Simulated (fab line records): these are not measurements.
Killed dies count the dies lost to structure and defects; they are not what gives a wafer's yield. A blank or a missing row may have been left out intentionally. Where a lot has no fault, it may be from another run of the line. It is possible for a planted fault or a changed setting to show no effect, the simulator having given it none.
Struck lot and sound lot, side by side | flow nandHarc | 15 steps out of a route of 1302
Sound: these wafers, L404.2, L404.3, L404.4. Wafers L396.2, L396.3, L396.4 were the ones struck. Last of all comes the cause.
At each step with rows: each side's tool, then ch and its chambers, then its first start. Under that, the readings that differ: sound wafers | struck wafers | difference of the means | sigmas: that difference in standard deviations of wafers without a fault.
alike: words and numbers the same on both sides, and readings whose means are apart by under 2 such deviations; not compared: readings that were withheld, readings missing a value for some wafer, numbers with overlapping values and no deviation given by the record, and bounds like >300 which may hide the same value.
A row with sigmas, a row that says differs or no value, or rows on one side alone: a step with any of these is where the two part. When numbers do not overlap yet have no deviation, they are printed without sigmas and do not part them. A reading that every wafer of one side lacks parts them only if that side has two wafers or more.

NHARC_A_CONTACT_ETCH_132: etches the open film in C4F8/O2/Ar, time 197 s, target depth 1924 nm.
  sound on harCapEtch-03 ch 0,1, day 28 07:46; struck on harCapEtch-01 ch 0,1, day 26 05:41
  alike: oesAirLineAu
  not compared: rfHoursCounterH
NHARC_A_CONTACT_ETCH_133: etches the open film in C4F8/O2/Ar, time 374 s, target depth 1610 nm.
  sound on harCapEtch-03 ch 0,1, day 28 07:59; struck on harCapEtch-01 ch 0,1, day 26 05:52
  alike: oesAirLineAu
  not compared: rfHoursCounterH
then, 2 steps without rows for these wafers: NHARC_A_CONTACT_ETCH_91 (etches the open film in CH3F/O2, target depth 40 nm, time 85.7 s); NHARC_A_CONTACT_ETCH_97 (etches the open film in C4F6/O2, target depth 20 nm, time 10 s).
NHARC_A_CONTACT_CD_MEAS_80:
  sound on cdSem-03 at day 28 08:55; struck on cdSem-02 at day 26 06:52
  alike: cdNm
then, 3 steps without rows for these wafers: NHARC_A_CONTACT_STRIP_103 (strips in N2/H2); NHARC_A_CONTACT_STRIP_104 (strips in CF4/CHF3); NHARC_A_CONTACT_STRIP_105 (strips in O2/COS).
NHARC_A_CONTACT_ETCH_106: etches the open film in CF4/O2, target depth 90 nm, overetch 9 nm, time 49.5 s.
  sound on rieDiel-11 ch 0,2,3, day 28 09:12; struck on rieDiel-08 ch 1,2,3, day 26 07:12
  alike: cf4FlowSccm, drypumpMotorCurrentA, oes_o_777_au, oesProductAu, rfVppV, showerheadPlenumPTorr, throttleValvePct
  not compared: rfHoursCounterH
NHARC_A_CONTACT_STRIP_82: strips in O2.
  sound on rieDiel-11 ch 0,1,3; struck on rieDiel-08 ch 0,1,3
  alike: drypumpMotorCurrentA, oesProductAu, rfVppV, showerheadPlenumPTorr, throttleValvePct
  not compared: rfHoursCounterH
then, 1 step without rows for these wafers: NHARC_A_CONTACT_STRIP_83 (strips in post etch residue remover, time 600 s).
NHARC_A_CONTACT_DEP_84: deposits aC, target thk 2800 nm.
  sound on aclDep-02 ch 0, day 28 10:59; struck on aclDep-01 ch 0, day 26 08:11
  alike: susceptorTempC, throttleValvePct
NHARC_A_CONTACT_DEP_85: deposits SiON, target thk 60 nm.
  sound on pecvd-01 ch 0,1,2, day 28 12:27; struck on pecvd-04 ch 0,1, day 26 09:38
  no value came back on the struck wafers for chamberPressureTorr (Torr), heaterPowerOuterW (W), heaterPowerW (W), susceptorTempC (C); on the sound wafers chamberPressureTorr (Torr) reads 3.495 3.505 3.499
then, 1 step without rows for these wafers: NHARC_A_CONTACT_DEHYDRATE_00 (time 120 s).
-- the record jumps here: 2 days lie between the struck wafers' starts before and after (it left off in module A_CONTACT and takes up again in module END, whose first step shown is number 1302 of the route) --
NHARC_END_SORT_01:
  here the record holds rows for the struck wafers (prober-02 ch 0, day 28 12:34) but none for the sound ones

== WHERE THEY PART ==
First at NHARC_A_CONTACT_DEP_85; last, within this record, at NHARC_END_SORT_01.

WHY: the cause the simulator had injected
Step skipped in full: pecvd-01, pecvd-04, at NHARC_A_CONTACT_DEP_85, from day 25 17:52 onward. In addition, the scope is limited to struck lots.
